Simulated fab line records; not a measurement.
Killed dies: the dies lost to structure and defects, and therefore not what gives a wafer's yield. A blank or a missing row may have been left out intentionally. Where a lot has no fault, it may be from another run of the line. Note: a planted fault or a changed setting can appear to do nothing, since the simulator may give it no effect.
fab line records    flow n5-finfet
[record] lots = 4  wafers = 12  last-day = 17
route steps=1938 shown BEOL_M9@1458 BEOL_M10@1470 PASSIVATION@1936
lots that met no fault: taken from a fault-free run of the same line
start-h: the number of hours between the record's first day and the start of the first shown wafer of the lot    wait-h: time in hours since the lot's previous step    " the same as in the row above    L1.1+2: a single row standing in for several wafers    - no value, or no start given    * or withheld: withheld    < > ~ a bound
route shown NAME@n: names a module that has steps shown in the file, with the first one's number in the route    usual: mean/standard deviation of fault-free wafers    same: alike in all rows    chamber/n: place in a boat    sites: the reading at each site    _std_site: standard deviation across them    _edge_site: inner sites' mean taken away from outer sites' mean    radius-mm: for every site, how far away it sits from the centre of the wafer    mask NAME#n: copy n    behind: the last tool/chamber to shape the wafer    hold: why the lot was held/for how many hours/how that ended    device: transistor that didn't switch, given as n, p or np    end of line: the tests these same wafers got at the end of their route    a step without rows: its recipe alone    killed: the dies lost at the first sort to structure and to defects; this is not the yield of the wafer    map: per-die view of a wafer (x killed, . not killed, _ where there is no die)
set.NAME: the setting as run; set.NAME@STEP: as run at that earlier step    model.NAME: the simulator's own value behind a step, which no gauge read
certain route steps with their lots: each step a table, each wafer a row
services: the hour from which a tool's chamber was out of use, counted from the record's first day as start-h (under 0 if before that day), plus the number of hours and why
[[steps]]
[step N5_BEOL_M9_ALD_74]
[recipe] material = TaN  target-thk-a = 20  temp-c = 275  ald-precursor-family = PDMAT  ald-co-reactant = NH3  pressure-torr = 3  carrier-flow-sccm = 1500  pulse-time-s = 2  purge-time-s = 3  co-reactant-purge-time-s = 2  co-reactant-pulse-time-s = 3  ald-cycles = 40  precursor-vessel-temp-c = 75  precursor-vessel-pressure-torr = 26.25  precursor-vessel-carrier-sccm = 1000
[step N5_BEOL_M9_SURFACE_TREAT_79]
[recipe] gas = Ar  time-s = *  ion-energy-ev = *  ion-current-ma-cm2 = 0.5  pressure-mtorr = *  ar-flow-sccm = 30
[step N5_BEOL_M9_CVD_78]
[recipe] material = Co  target-thk-a = 20  temp-c = withheld  precursor = CCTBA/H2  pressure-torr = 30  time-s = 138.9
[step N5_BEOL_M9_SPUTTER_48]
[recipe] material = Cu  target-thk-a = 120  temp-c = -20  bias-v = 60  power-w = 26000  chamber-pressure-pa = 0.13  time-s = 2
[step N5_BEOL_M9_ECD_50]
[recipe] material = Cu  target-thk-a = 3180
[step N5_BEOL_M9_ANNEAL_51]
[recipe] temp-c = 225  time-s = 90  ambient = N2
[step N5_BEOL_M9_CMP_52]
[recipe] stop-on = SiCOH_lowk  t-overpolish-s = 7  down-force-psi = 1  platen-rpm = 50  clearing-platen-down-force-psi = 1.5  clearing-platen-rpm = 50  post-cmp-clean = cu-alkaline  target-thk-nm = 140  clearing-platen-pad-velocity-m-s = 0.99484  pad-velocity-m-s = 0.99484
[step N5_BEOL_M9_PRE_CLEAN_55]
[recipe] gas = NH3  time-s = 15  temp-c = withheld  rf-power-w = 300
[step N5_BEOL_M9_DEP_56]
[recipe] material = SiCN  target-thk-a = 150  temp-c = withheld  precursor = 3MS/NH3  pressure-torr = 3  rf-w = 202  time-s = 26.5
[step N5_BEOL_M10_ILD_DEP_00]
[recipe] material = SiCOH_lowk  target-thk-a = 3085.1  temp-c = 300  precursor = DEMS/porogen  pressure-torr = 5  rf-w = 500  time-s = 58
[usual] heater-power-w = 351/63  showerhead-plenum-p-Torr = 5.737/0.019  susceptor-temp-C = 299.98/0.2  throttle-valve-pct = 14.2/0.99
lot.wafer  tool      chamber  start-h  wait-h  heater-power-w  showerhead-plenum-p-Torr  susceptor-temp-C  throttle-valve-pct  model.SiCOH_lowk_of_BEOL_M10_ILD_DEP_00.thk-nm
L868.1     pecvd-03  0        243.30   0.0     359             5.745                     299.97            14.7                302.6
L868.2     "         2        "        "       294             5.749                     299.80            13.5                302
L868.4     "         0        "        "       365             5.768                     299.85            14.7                306.2
L882.2     pecvd-03  0        305.01   0.0     433             5.758                     299.82            15.1                307.2
L882.3     "         2        "        "       262             5.738                     293.77            13.3                317
L882.4     "         0        "        "       344             5.765                     300.28            14.8                314
L879.1     pecvd-03  0        308.89   0.0     426             5.766                     300.07            14.8                306.2
L879.5     "         2        "        "       263             5.736                     293.93            13.5                325.8
L879.6     "         0        "        "       441             5.772                     300.11            15.0                313.6
L884.2     pecvd-01  2        338.64   0.0     263             5.740                     299.69            13.7                307.6
L884.5     "         2        "        "       276             5.728                     299.81            13.8                310.6
L884.6     "         0        "        "       510             5.734                     300.10            17.0                315.6
[step N5_BEOL_M10_CURE_71]
[recipe] temp-c = 385  time-s = 240  ambient = He/Ar  material = SiCOH_lowk
[step N5_BEOL_M10_THK_MEAS_01]
[recipe] reads = SiCOH_lowk_of_BEOL_M10_ILD_DEP_00
[usual] M10_ILD_THK = 268/3.3
lot.wafer  tool           chamber  start-h  wait-h  M10_ILD_THK[nm]
L868.1     film-metro-02  -        243.89   0.4     263
L868.2     "              -        "        "       262
L868.4     "              -        "        "       266
L882.2     film-metro-01  -        305.60   0.4     267
L882.3     "              -        "        "       275
L882.4     "              -        "        "       273
L879.1     film-metro-02  -        309.48   0.4     266
L879.5     "              -        "        "       284
L879.6     "              -        "        "       272
L884.2     film-metro-02  -        339.23   0.4     267
L884.5     "              -        "        "       270
L884.6     "              -        "        "       274
[step N5_BEOL_M10_PECVD_70]
[recipe] material = SiO2  target-thk-a = 200  temp-c = 400  precursor = TEOS/O2  pressure-torr = 5.5  rf-w = 450  teos-flow-sccm = 53.8  gas = O2  flow-sccm = 3000  time-s = 22.7
[step N5_BEOL_M10_HM_DEP_02]
[recipe] material = TiN  target-thk-a = 200  temp-c = 25  chamber-pressure-pa = 0.49996
[step N5_BEOL_M10_COAT_59]
[recipe] resist = SOC  temp-c = 250  time-s = 60  spin-rpm = 1500  resist-thk-nm = 100
[step N5_BEOL_M10_COAT_60]
[recipe] resist = SiARC  temp-c = 220  time-s = 60  spin-rpm = 1500  resist-thk-nm = 30
[step N5_BEOL_M10_COAT_05]
[recipe] resist = CAR-ArF  spin-rpm = 1500  resist-thk-nm = 90
[step N5_BEOL_M10_EBR_07]
[recipe] solvent = PGMEA  ebr-width-mm = 1.5
[step N5_BEOL_M10_SOFTBAKE_06]
[recipe] temp-c = 110  time-s = 60  resist = CAR-ArF
[step N5_BEOL_M10_EXPOSE_08]
[recipe] mask-id = M10  na = 1.35  source-shape = dipole  sigma-inner = 0.411  sigma-outer = 0.611  polarization = te  dose-mj = 53.75
[step N5_BEOL_M10_PEB_09]
[recipe] peb-temp-c = withheld  peb-time-s = 60  resist = CAR-ArF
[step N5_BEOL_M10_DEVELOP_10]
[recipe] develop-time-s = 30  developer = TMAH  resist = CAR-ArF  rinse-liquid = diw  dry = air-spin  dev-temp-c = 23
[step N5_BEOL_M10_DESCUM_16]
[recipe] chemistry = O2  time-s = 7.9  source-power-w = 50  bias-power-w = 20  pressure-mtorr = 20  rf-frequency-hz = 2.712e+07  temp-c = 40  resist = CAR-ArF  o2-flow-sccm = 225
[step N5_BEOL_M10_ETCH_61]
[recipe] chemistry = CF4  target = SiARC  target-depth-a = 390  mask-material = CAR-ArF  time-s = 65  ion-energy-ev = 80  pressure-mtorr = 40  source-w = 545  bias-w = 36  Ar_flow_sccm = 100  cf4-flow-sccm = 100  ends = cleared
[step N5_BEOL_M10_ETCH_62]
[recipe] chemistry = N2/H2  target = SOC  target-depth-a = 1100  overetch-a = 220  mask-material = SiARC  temp-c = 40  time-s = 165  ion-energy-ev = 200  pressure-mtorr = 30  source-w = 840  bias-w = 150  n2-flow-sccm = 200  h2-flow-sccm = 200
[step N5_BEOL_M10_STRIP_68]
[recipe] chemistry = N2/H2  temp-c = 40  n2-flow-sccm = 200  h2-flow-sccm = 200  rf-frequency-hz = 6e+07
[step N5_BEOL_M10_STRIP_67]
[recipe] chemistry = CF4  resist = SiARC  power-w = 300  bias-power-w = 75  pressure-mtorr = 50  cf4-flow-sccm = 150  rf-frequency-hz = 6e+07
[step N5_BEOL_M10_HM_OPEN_17]
[recipe] chemistry = Cl2/BCl3  target-depth-a = 200  overetch-a = 60  target = TiN  mask-material = SOC  ion-energy-ev = 150  pressure-mtorr = 10  icp-w = 1000  bias-w = 126  Cl2_flow_sccm = 53.25  bcl3-flow-sccm = 21.75  Ar_flow_sccm = 25
[step N5_BEOL_M10_STRIP_19]
[recipe] chemistry = O2  power-w = 400  temp-c = 40  pressure-mtorr = 30  rf-frequency-hz = 6e+07  bias-power-w = 0  overash-fraction = 0.2  o2-flow-sccm = 225
[step N5_BEOL_M10_COAT_63]
[recipe] resist = SOC  temp-c = 250  time-s = 60  spin-rpm = 1500  resist-thk-nm = 100
[step N5_BEOL_M10_COAT_64]
[recipe] resist = SiARC  temp-c = 220  time-s = 60  spin-rpm = 1500  resist-thk-nm = 30
[step N5_BEOL_M10_COAT_22]
[recipe] resist = CAR-ArF  spin-rpm = 1500  resist-thk-nm = 90
[step N5_BEOL_M10_EBR_24]
[recipe] solvent = PGMEA  ebr-width-mm = 1.5
[step N5_BEOL_M10_SOFTBAKE_23]
[recipe] temp-c = 110  time-s = 60  resist = CAR-ArF
[step N5_BEOL_M10_EXPOSE_25]
[recipe] mask-id = V9  na = 1.35  source-shape = annular  sigma-inner = 0.5  sigma-outer = 0.8  polarization = unpolarized  dose-mj = 85.5
[step N5_BEOL_M10_CMP_52]
[recipe] stop-on = SiCOH_lowk  t-overpolish-s = 7  down-force-psi = 1  platen-rpm = 50  clearing-platen-down-force-psi = 1.5  clearing-platen-rpm = 50  post-cmp-clean = cu-alkaline  target-thk-nm = 140  clearing-platen-pad-velocity-m-s = 0.99484  pad-velocity-m-s = 0.99484
[usual] barrier-field-endpoint-s = 28.7/0.76  motor-current-A = 6.2/0.67  overpolish-run-s = 7.002/0.0094  slurry-flow-ml-min = 150.0/0.47  time-to-endpoint-s = 65/3.2
lot.wafer  tool    chamber  start-h  wait-h  barrier-field-endpoint-s  motor-current-A  overpolish-run-s  slurry-flow-ml-min  time-to-endpoint-s  model.SiCOH_lowk_of_BEOL_M10_ILD_DEP_00.thk-nm
L868.4     cmp-02  0        251.68   0.1     28.0                      6.5              7.003             150.4               62                  262.8
L868.1     "       1        "        "       29.3                      7.5              7.007             150.0               64                  259.8
L868.2     "       3        "        "       28.4                      5.2              7.010             149.6               63                  259.4
L882.2     cmp-04  0        312.05   0.3     28.5                      6.6              7.001             149.5               66                  264
L882.3     "       1        "        "       28.8                      5.6              6.999             150.1               63                  272.6
L882.4     "       2        "        "       30.6                      5.5              6.990             150.1               70                  269.8
L879.1     cmp-02  1        319.78   0.3     29.1                      7.7              7.007             150.4               64                  262.8
L879.6     "       3        "        "       29.6                      5.5              7.019             150.0               64                  269.6
L879.5     "       0        "        "       28.6                      6.6              7.003             149.0               62                  280.4
L884.2     cmp-02  0        347.53   0.3     27.5                      6.5              6.997             149.4               64                  264.2
L884.5     "       1        "        "       28.5                      7.6              6.993             150.1               64                  266.8
L884.6     "       2        "        "       28.5                      5.9              7.000             149.7               69                  271.2
[step N5_PASSIVATION_PROBE_49]
[usual] defect-limited-yield = 91.1/1.5  killed_at_M0_to_M3 = 33/9.9  killed_at_M4_up = 14/5.2  killed-at-contacts = 12/6.7  killed-at-front-end = 43/13  killed-at-other = 3.4/2.7  killed-dies = 105/17  killed-open = 69/13  killed-short = 33/7.5  sort_bin_5_function = 5.2/0.91  sort_bin_6_memory = 3.3/0.71  sort_bin_8_speed = 0.00/0.032  sort-n-pass = 1075/17  sort-yield-pct = 91.1/1.5
[same] gross-dies = 1180  killed-at-back-side = 0  sort_bin_4_leakage[%] = 0
lot.wafer  tool       chamber  start-h  wait-h  defect-limited-yield[%]  killed_at_M0_to_M3  killed_at_M4_up  killed-at-contacts  killed-at-front-end  killed-at-other  killed-dies  killed-open  killed-short  sort_bin_5_function[%]  sort_bin_6_memory[%]  sort_bin_8_speed[%]  sort-n-pass  sort-yield-pct[%]
L868.1     prober-01  -        305.23   0.0     89.2                     48                  23               12                  37                   7                127          95           32            6.6                     4.1                   0                    1053         89.2
L868.2     prober-01  -        305.28   0.1     91.1                     41                  7                12                  40                   5                105          77           28            5.1                     3.5                   0.08                 1074         91.0
L868.4     prober-01  -        305.38   0.2     90.9                     45                  14               5                   41                   2                107          78           28            4.9                     4.0                   0                    1073         90.9
L882.2     prober-02  -        360.28   0.1     91.1                     45                  9                20                  29                   2                105          70           32            5.3                     3.1                   0                    1075         91.1
L882.3     prober-02  -        360.33   0.1     91.0                     41                  15               20                  29                   1                106          76           29            5.4                     3.1                   0                    1074         91.0
L882.4     prober-02  -        360.38   0.2     92.5                     31                  8                9                   31                   10               89           49           38            4.2                     3.1                   0                    1091         92.5
L879.1     prober-01  -        365.05   0.1     90.4                     32                  18               5                   57                   1                113          81           30            5.3                     3.9                   0                    1067         90.4
L879.5     prober-01  -        365.25   0.3     92.6                     33                  7                15                  32                   0                87           57           28            3.9                     3.3                   0                    1093         92.6
L879.6     prober-01  -        365.30   0.3     91.4                     36                  13               2                   47                   4                102          61           39            5.6                     3.0                   0                    1078         91.4
L884.2     prober-01  -        396.86   0.1     93.3                     17                  17               19                  24                   2                79           52           25            4.7                     1.9                   0                    1101         93.3
L884.5     prober-01  -        397.01   0.2     89.2                     47                  15               16                  44                   6                128          88           38            6.6                     4.0                   0                    1052         89.2
L884.6     prober-01  -        397.06   0.3     92.2                     29                  17               22                  21                   3                92           57           34            4.5                     2.8                   0                    1088         92.2
// killed by level:class
L868.1 BEOL_M2:geometric-particle:open=15 BEOL_M3:geometric-particle:open=12 MOL_CONTACT_COAG:geometric-particle:open=10 BEOL_M4:geometric-particle:open=10 BEOL_M0_SAQP:geometric-particle:short=8 DUMMY_GATE:geometric-particle:open=7 GATE_CUT:geometric-particle:short=6 BEOL_M0_SAQP:geometric-particle:open=5
L868.2 BEOL_M2:geometric-particle:open=19 FIN_SAQP:geometric-particle:open=16 MOL_CONTACT_COAG:geometric-particle:open=11 FIN_SAQP:geometric-particle:short=10 BEOL_M1:geometric-particle:open=8 BEOL_M0_SAQP:geometric-particle:open=6 BEOL_M3:geometric-particle:open=3 DUMMY_GATE:geometric-particle:open=3
L868.4 BEOL_M3:geometric-particle:open=14 FIN_SAQP:geometric-particle:open=11 BEOL_M0_SAQP:geometric-particle:open=9 DUMMY_GATE:geometric-particle:open=8 BEOL_M2:geometric-particle:open=8 FIN_SAQP:geometric-particle:short=6 BEOL_M0_SAQP:geometric-particle:short=5 BEOL_M0:geometric-particle:open=5
L882.2 BEOL_M2:geometric-particle:open=22 MOL_CONTACT_COAG:geometric-particle:open=19 FIN_SAQP:geometric-particle:short=9 BEOL_M3:geometric-particle:open=6 BEOL_M4:geometric-particle:short=5 STI_FIN_REVEAL:geometric-particle:open=4 BEOL_M0_SAQP:geometric-particle:short=4 BEOL_M0_SAQP:geometric-particle:open=4
L882.3 MOL_CONTACT_COAG:geometric-particle:open=17 BEOL_M2:geometric-particle:open=15 BEOL_M0_SAQP:geometric-particle:open=12 BEOL_M4:geometric-particle:open=9 BEOL_M0_SAQP:geometric-particle:short=6 STI_FIN_REVEAL:geometric-particle:open=6 FIN_SAQP:geometric-particle:short=4 SDB:geometric-particle:short=4
L882.4 BEOL_M1:geometric-particle:open=9 FIN_SAQP:geometric-particle:short=8 BEOL_M2:geometric-particle:open=8 MOL_CONTACT_COAG:geometric-particle:open=7 BEOL_M0_SAQP:geometric-particle:short=7 STI_FIN_REVEAL:geometric-particle:open=5 FIN_SAQP:geometric-particle:open=4 GATE_CUT:geometric-particle:short=4
L879.1 FIN_SAQP:geometric-particle:open=11 FIN_SAQP:geometric-particle:short=10 STI_FIN_REVEAL:geometric-particle:open=10 BEOL_M2:geometric-particle:open=10 BEOL_M4:geometric-particle:open=8 DUMMY_GATE:geometric-particle:open=6 BEOL_M0_SAQP:geometric-particle:open=6 GATE_CUT:geometric-particle:short=5
L879.5 BEOL_M2:geometric-particle:open=14 MOL_CONTACT_COAG:geometric-particle:open=13 GATE_CUT:geometric-particle:short=6 BEOL_M0_SAQP:geometric-particle:short=6 STARTING-WAFER:geometric-particle:short=6 BEOL_M0_SAQP:geometric-particle:open=5 FIN_SAQP:geometric-particle:short=4 BEOL_M4:geometric-particle:open=4
L879.6 GATE_CUT:geometric-particle:short=9 FIN_SAQP:geometric-particle:short=8 BEOL_M2:geometric-particle:open=8 BEOL_M3:geometric-particle:open=8 FIN_SAQP:geometric-particle:open=6 STI_FIN_REVEAL:geometric-particle:open=5 DUMMY_GATE:geometric-particle:open=5 BEOL_M4:geometric-particle:open=5
L884.2 MOL_CONTACT_COAG:geometric-particle:open=14 STI_FIN_REVEAL:geometric-particle:open=9 BEOL_M4:geometric-particle:open=8 BEOL_M0_SAQP:geometric-particle:open=6 MOL_CONTACT_COAG:geometric-particle:short=5 FIN_SAQP:geometric-particle:short=3 FIN_SAQP:geometric-particle:open=3 BEOL_M0:geometric-particle:short=3
L884.5 FIN_SAQP:geometric-particle:open=17 MOL_CONTACT_COAG:geometric-particle:open=12 BEOL_M0_SAQP:geometric-particle:short=10 BEOL_M0_SAQP:geometric-particle:open=10 BEOL_M3:geometric-particle:open=9 FIN_SAQP:geometric-particle:short=8 BEOL_M1:geometric-particle:open=8 STI_FIN_REVEAL:geometric-particle:open=7
L884.6 MOL_CONTACT_COAG:geometric-particle:open=20 BEOL_M0_SAQP:geometric-particle:open=10 BEOL_M0_SAQP:geometric-particle:short=9 FIN_SAQP:geometric-particle:short=8 BEOL_M4:geometric-particle:open=7 BEOL_M1:geometric-particle:short=3 BEOL_M1:geometric-particle:open=3 BEOL_M8:geometric-particle:open=3
[[services]]
tool      chamber  start-h  hours  kind
pecvd-01  -        256.66   1.3    repair
cmp-04    -        265.21   0.9    repair
cmp-04    -        272.46   1.0    repair
pecvd-01  0        281.86   2.1    scheduled-down
cmp-04    -        293.12   4.0    pm
pecvd-01  2        293.32   26.4   repair
cmp-04    -        297.12   -      consumable-replace:conditioner
cmp-04    -        297.12   -      consumable-replace:pad
cmp-04    -        297.12   5.5    pm
pecvd-01  1        312.02   5.0    scheduled-down
cmp-04    -        314.66   2.2    repair
cmp-04    -        331.69   18.2   pm
pecvd-01  -        340.65   9.4    repair
[[key]]
[first-sign] step = N5_BEOL_M10_ILD_DEP_00  reading = susceptor-temp-C  direction = down  sigmas = 30  usual = *  struck = *
[effect] step = N5_BEOL_M10_THK_MEAS_01  reading = M10_ILD_THK  direction = up  sigmas = 3.4  usual = 268  struck = 279
[model-effect] step = N5_BEOL_M10_ILD_DEP_00  value = SiCOH_lowk_of_BEOL_M10_ILD_DEP_00.thk-nm  without = 310.8  struck = 321.4
[model-effect] step = N5_BEOL_M10_CMP_52  value = SiCOH_lowk_of_BEOL_M10_ILD_DEP_00.thk-nm  without = 267  struck = 276.5
met-at N5_BEOL_M10_ILD_DEP_00
struck-wafers L879.5,L882.3
onset-between 243.30 305.01
[fault] kind = process-parameter-drift  tool = pecvd-03  chamber = 2  onset-h = 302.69  steps = N5_BEOL_M10_ILD_DEP_00  channel = temp-c  offset = *  shape = step  end-h = 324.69  acts-in = *  stated = *
